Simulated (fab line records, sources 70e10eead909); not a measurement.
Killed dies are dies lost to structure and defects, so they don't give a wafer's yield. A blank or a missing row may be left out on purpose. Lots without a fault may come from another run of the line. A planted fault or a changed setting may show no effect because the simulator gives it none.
Which tool did it? | flow nand_harc | 6 lots, 18 wafers sampled, at 2 steps of a route of 1302

WHAT THE GAUGES READ, wafer by wafer
NHARC_A_M0_THK_MEAS_24: measures by xrf.
lot  | measured     | on            | thk_nm (nm)
L316 | day 24 10:59 | film_metro-02 | 113.7 114.7 115.0
L319 | day 26 02:22 | film_metro-02 | 114.8 112.7 115.5
L328 | day 29 05:05 | film_metro-02 | 114.6 112.0 110.3
L332 | day 30 13:56 | film_metro-02 | 113.9 112.8 111.4
L331 | day 31 18:33 | film_metro-02 | 111.0 112.6 114.6
L333 | day 32 02:14 | film_metro-02 | 114.5 115.0 112.8

WHICH TOOL RAN EACH LOT (tool, then ch and the chambers of the sampled wafers, then the start)
lot  | NHARC_A_M0_CMP_23
L316 | cmp-03 ch 0,1,3, day 24 10:40
L319 | cmp-03 ch 0,1,3, day 26 02:02
L328 | cmp-02 ch 0,2,3, day 29 04:50
L332 | cmp-03 ch 0,1,2, day 30 13:41
L331 | cmp-02 ch 0,1,2, day 31 18:17
L333 | cmp-03 ch 1,2, day 32 01:56
- NHARC_A_M0_CMP_23: polishes, t overpolish 20 s, target thk 113.75 nm.

THE ANSWER, worked out from the rows above alone
Rule: what is usual is taken from the lots themselves. Put in order of their means at a reading, lots are off if they are a third of the lots or fewer, leave a main group of 4 or more, and stand apart from it by a gap of 3 or more times the standard deviation of the main group's means; of several such gaps the widest counts. A main group whose means are all the same, to the digits that the tables above print for the reading, isn't used. A lot without any number at a reading at which 4 lots or more have one is off too. The other lots that the step has rows for count as sound.
No lot is off at any reading shown: from this, nothing can be told.

WHAT THE SIMULATOR HAD PUT IN
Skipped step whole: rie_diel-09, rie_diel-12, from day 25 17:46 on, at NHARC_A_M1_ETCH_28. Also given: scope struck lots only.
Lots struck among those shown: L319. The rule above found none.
